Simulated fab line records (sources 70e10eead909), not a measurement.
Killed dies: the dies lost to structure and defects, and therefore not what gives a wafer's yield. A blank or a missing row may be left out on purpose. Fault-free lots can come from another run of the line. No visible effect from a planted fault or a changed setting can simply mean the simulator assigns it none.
Struck lot and sound lot, side by side + flow nand harc + 14 out of 1302 route steps
Sound: the wafers L624.1, L624.3, L624.6. Struck: wafer L620.3. (L620.4 of the same lot was not struck and is left out.) The cause comes at the end.
Order at every step that has rows: each side's tool, ch and its chambers, its first start. Under that, the readings that differ: sound wafers + struck wafers + difference of the means + sigmas: that difference in standard deviations of wafers without a fault.
alike: readings whose means differ by less than 2 such deviations, and words and numbers that are the same on both sides. not compared: withheld readings, readings that some wafer has no value for, bounds like >300 that may hide the same value, and numbers for which the record gives no deviation and whose values overlap.
A row with sigmas, a row that says differs or no value, or rows on one side alone: a step with any of these is where the two part. Non-overlapping numbers with no deviation appear without sigmas and do not part them. Lack of a reading on every wafer of one side parts them only where that side has two or more wafers.

first, 7 steps without rows for these wafers: NHARC_A_CONTACT_COAT_87 (time 65 s); NHARC_A_CONTACT_COAT_02 (resist thk 90 nm); NHARC_A_CONTACT_SOFTBAKE_03 (time 55 s); NHARC_A_CONTACT_EBR_04; NHARC_A_CONTACT_EXPOSE_05 (exposes mask A CC); NHARC_A_CONTACT_PEB_06 (peb time 65 s); NHARC_A_CONTACT_DEVELOP_07 (develop time 35 s).
NHARC_A_CONTACT_CD_MEAS_08: target cd 200 nm.
  sound on cd sem-03 ch 0, day 30 18:29; struck on cd sem-01 ch 0, day 28 10:35
  alike: cd nm
NHARC_A_CONTACT_OVL_MEAS_09:
  sound: overlay-02 at day 30 18:35; struck: overlay-02 at day 28 10:40
| reading           | sound          | struck | difference | sigmas |
|-------------------|----------------|--------|------------|--------|
| overlay y nm (nm) | -0.8 -0.6 -0.3 | 1.6    | +2.2       | +2     |
  alike: overlay x nm
NHARC_A_CONTACT_INSPECT_10:
  sound: defect inspect-02 at day 30 18:37; struck: defect inspect-02 at day 28 10:43
  alike: raw defect count
NHARC_A_CONTACT_DESCUM_13: chemistry O2, time 3 s.
  sound on rie diel-06 ch 0,3, day 30 18:41; struck on rie diel-04 ch 3, day 28 10:46
| reading                         | sound          | struck | difference | sigmas |
|---------------------------------|----------------|--------|------------|--------|
| showerhead plenum p Torr (Torr) | 1.96 2.05 1.96 | 1.81   | -0.18      | -2     |
  alike: drypump motor current A, oes product au, rf vpp V, throttle valve pct
  not compared: rf hours counter h
NHARC_A_CONTACT_ETCH_88: etches the open film in CF4, target depth 39 nm, time 65 s.
  sound on rie diel-06 ch 0,1,3, day 30 18:47; struck on rie diel-04 ch 1, day 28 11:08
  alike: drypump motor current A, oes product au, rf vpp V, showerhead plenum p Torr, throttle valve pct
  not compared: rf hours counter h
NHARC_A_CONTACT_ETCH_89: etches the open film in N2/H2, target depth 260 nm, time 475.3 s.
  sound on rie diel-06 ch 0,2, day 30 18:52; struck on rie diel-04 ch 0, day 28 11:14
| reading                     | sound                | struck | difference | sigmas |
|-----------------------------|----------------------|--------|------------|--------|
| drypump motor current A (A) | 5.7 5.0 5.7          | 6.6    | +1.1       | +2     |
| oes product au (a.u.)       | 1.004 1.004 1.006    | 0.888  | -0.117     | -10    |
| throttle valve pct (%)      | 14.161 14.159 14.170 | 14.184 | +0.021     | +2     |
  alike: rf vpp V, showerhead plenum p Torr
  not compared: rf hours counter h
NHARC_A_CONTACT_ETCH_30: etches the open film in CF4/CHF3, target depth 72.6 nm, time 36.3 s.
  sound on rie diel-06 ch 0,2,3; struck on rie diel-04 ch 0
  alike: drypump motor current A, oes product au, rf vpp V, showerhead plenum p Torr, throttle valve pct
  not compared: rf hours counter h

## WHERE THEY PART
Earliest at NHARC_A_CONTACT_OVL_MEAS_09; latest, in this record, at NHARC_A_CONTACT_ETCH_89. Later steps at which nothing parts them and some readings are alike: NHARC_A_CONTACT_ETCH_30.

WHY: what the simulator had put in
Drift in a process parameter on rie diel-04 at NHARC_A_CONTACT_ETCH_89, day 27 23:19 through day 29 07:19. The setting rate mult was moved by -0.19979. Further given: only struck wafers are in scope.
